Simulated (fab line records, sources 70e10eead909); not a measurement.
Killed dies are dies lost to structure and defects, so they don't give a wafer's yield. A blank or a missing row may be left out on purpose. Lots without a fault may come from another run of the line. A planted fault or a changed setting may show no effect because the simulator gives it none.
Which tool did it? | flow nand_harc | 6 lots, 18 wafers sampled, at 4 steps of a route of 1159

WHAT THE GAUGES READ, wafer by wafer
NHARC_A_ONON_D1_THK_MEAS_02: measures by ellipsometry.
lot  | measured     | on            | thk_nm (nm)
L676 | day 7 15:58  | film_metro-02 | 998 997 996
L680 | day 8 12:23  | film_metro-01 | 1000 1001 1001
L682 | day 9 01:34  | film_metro-01 | 1011 1009 1010
L685 | day 9 23:46  | film_metro-01 | 1010 1009 1009
L689 | day 10 11:59 | film_metro-02 | 1006 1008 1007
L694 | day 11 22:52 | film_metro-01 | 708 999 707

WHICH TOOL RAN EACH LOT (tool, then ch and the chambers of the sampled wafers, then the start)
lot  | NHARC_A_ZERO_WELL_ETCH_13        | NHARC_A_ZERO_WELL_RTA_16         | NHARC_A_ONON_D1_DEP_00
L676 | rie_si-05 ch 2,3, day 6 17:10    | rtp_anneal-01 ch 0, day 6 18:03  | pecvd_onon-02 ch 0, day 7 15:27
L680 | rie_si-02 ch 0,1,2, day 7 13:45  | rtp_anneal-01 ch 0, day 7 14:46  | pecvd_onon-01 ch 0, day 8 11:52
L682 | rie_si-01 ch 1,3, day 8 02:11    | rtp_anneal-01 ch 0, day 8 03:08  | pecvd_onon-02 ch 0, day 9 01:07
L685 | rie_si-02 ch 1,3, day 8 19:34    | rtp_anneal-01 ch 0, day 8 20:28  | pecvd_onon-03 ch 0, day 9 23:16
L689 | rie_si-01 ch 0,1,3, day 9 14:49  | rtp_anneal-01 ch 0, day 9 15:41  | pecvd_onon-03 ch 0, day 10 11:28
L694 | rie_si-01 ch 0,1,3, day 11 01:19 | rtp_anneal-01 ch 0, day 11 02:16 | pecvd_onon-03 ch 0, day 11 22:20
- NHARC_A_ZERO_WELL_ETCH_13: etches the open film in HBr/Cl2, target depth 120 nm, time 40.1 s.
- NHARC_A_ZERO_WELL_RTA_16: time 10 s.
- NHARC_A_ONON_D1_DEP_00: target thk 1000 nm.

THE ANSWER, worked out from the rows above alone
Rule: what is usual is taken from the lots themselves. Put in order of their means at a reading, lots are off if they are a third of the lots or fewer, leave a main group of 4 or more, and stand apart from it by a gap of 3 or more times the standard deviation of the main group's means; of several such gaps the widest counts. A main group whose means are all the same, to the digits that the tables above print for the reading, isn't used. A lot without any number at a reading at which 4 lots or more have one is off too. The other lots that the step has rows for count as sound.
Off: L694, at NHARC_A_ONON_D1_THK_MEAS_02 (thk_nm). The main group: mean 1005 nm, standard deviation 5.1.
A tool fits if, at a process step before that reading, it ran every lot that is off, and no sound lot after the first of them. The gauges at NHARC_A_ONON_D1_THK_MEAS_02 are tried like those tools. Can't be told from this: 4 tools fit, rie_si-01 at NHARC_A_ZERO_WELL_ETCH_13, rtp_anneal-01 at NHARC_A_ZERO_WELL_RTA_16, pecvd_onon-03 at NHARC_A_ONON_D1_DEP_00, film_metro-01 at NHARC_A_ONON_D1_THK_MEAS_02.

WHAT THE SIMULATOR HAD PUT IN
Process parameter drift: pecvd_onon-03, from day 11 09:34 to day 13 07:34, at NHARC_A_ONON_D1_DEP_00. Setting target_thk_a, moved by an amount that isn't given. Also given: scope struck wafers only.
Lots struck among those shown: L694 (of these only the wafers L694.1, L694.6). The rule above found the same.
